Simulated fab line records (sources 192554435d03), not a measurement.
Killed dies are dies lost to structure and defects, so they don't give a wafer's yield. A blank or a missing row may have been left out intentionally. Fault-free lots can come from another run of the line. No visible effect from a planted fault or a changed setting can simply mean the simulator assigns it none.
2 desks looking at one fault    flow n5 finfet    each desk has only its own numbers; what lay behind them comes last

== FROM THE METROLOGY DESK ==
Lot by lot, what the gauges showed, no matter which tool ran the lot: averages of those sampled wafers that carry a number. Any lot whose mean is over 4 standard deviations away from the usual mean is out of limits and marked OUT; that distance is given in the brackets. Only the readings that lie furthest out on some lot appear, 7 of the 11 it has.
Columns: A = cd nm at N5_BEOL_M1_CD_MEAS_35, usual 17.9 nm; B = IOFF_N at N5_BEOL_M4_RC_MEAS_101, usual 0.17 nA/um; C = IOFF_P at N5_BEOL_M4_RC_MEAS_101, usual 0.22 nA/um; D = ION_N at N5_BEOL_M4_RC_MEAS_101, usual 674 uA/um; E = ION_P at N5_BEOL_M4_RC_MEAS_101, usual 461 uA/um; F = SS_N at N5_BEOL_M4_RC_MEAS_101, usual 71.7 mV/dec; G = VT_P at N5_BEOL_M4_RC_MEAS_101, usual -250 mV
lot   first seen here  A     B     C     D    E    F     G
L371  day 7 10:12      17.9  0.15  0.19  667  455  71.3  -254
L375  day 7 17:40      18.0  0.15  0.20  649  447  71.1  -253
L373  day 7 17:55      17.9  0.20  0.23  688  460  72.8  -251
L376  day 7 21:47      18.2  0.23  0.28  689  467  72.3  -246
L382  day 9 15:56      18.6  0.15  0.18  673  457  72.0  -252
L389  day 10 15:24     18.1  0.17  0.22  671  457  71.5  -249
L391  day 11 09:25     17.9  0.17  0.20  673  451  71.7  -254
L394  day 12 07:39     17.5  0.16  0.19  676  461  72.0  -252
This desk found nothing out of limits on any of the 8 lots.

== AT THE TOOL OWNER'S DESK: rie diel-02 ==
The tool's own readings at N5_BEOL_M1_ETCH_64 (etches SOC in N2/H2, target depth 75 nm, overetch 15 nm, time 112.5 s): means of the sampled wafers that have a number, for each lot that ran on this tool. Any lot whose mean is over 4 standard deviations away from the usual mean is out of limits and marked OUT; that distance is given in the brackets.
Columns: A = drypump motor current A at N5_BEOL_M1_ETCH_64, usual 5.7 A; B = oes product au at N5_BEOL_M1_ETCH_64, usual 0.63 a.u.; C = rf vpp V at N5_BEOL_M1_ETCH_64, usual 524.5 V; D = showerhead plenum p Torr at N5_BEOL_M1_ETCH_64, usual 2.57 Torr; E = throttle valve pct at N5_BEOL_M1_ETCH_64, usual 17.9 %
lot   first seen here  A    B     C      D     E
L375  day 7 09:56      5.8  0.58  524.4  2.57  18.1
L373  day 7 10:20      5.8  0.57  523.6  2.57  18.1
L382  day 9 05:42      5.6  0.66  525.7  2.65  17.9
This desk found nothing out of limits on any of the 3 lots.

== TAKEN TOGETHER ==
From the metrology desk's view, nothing was out of limits.
Nothing out of limits was seen by the tool owner's desk.

== WHAT WAS PUT IN BY THE SIMULATOR ==
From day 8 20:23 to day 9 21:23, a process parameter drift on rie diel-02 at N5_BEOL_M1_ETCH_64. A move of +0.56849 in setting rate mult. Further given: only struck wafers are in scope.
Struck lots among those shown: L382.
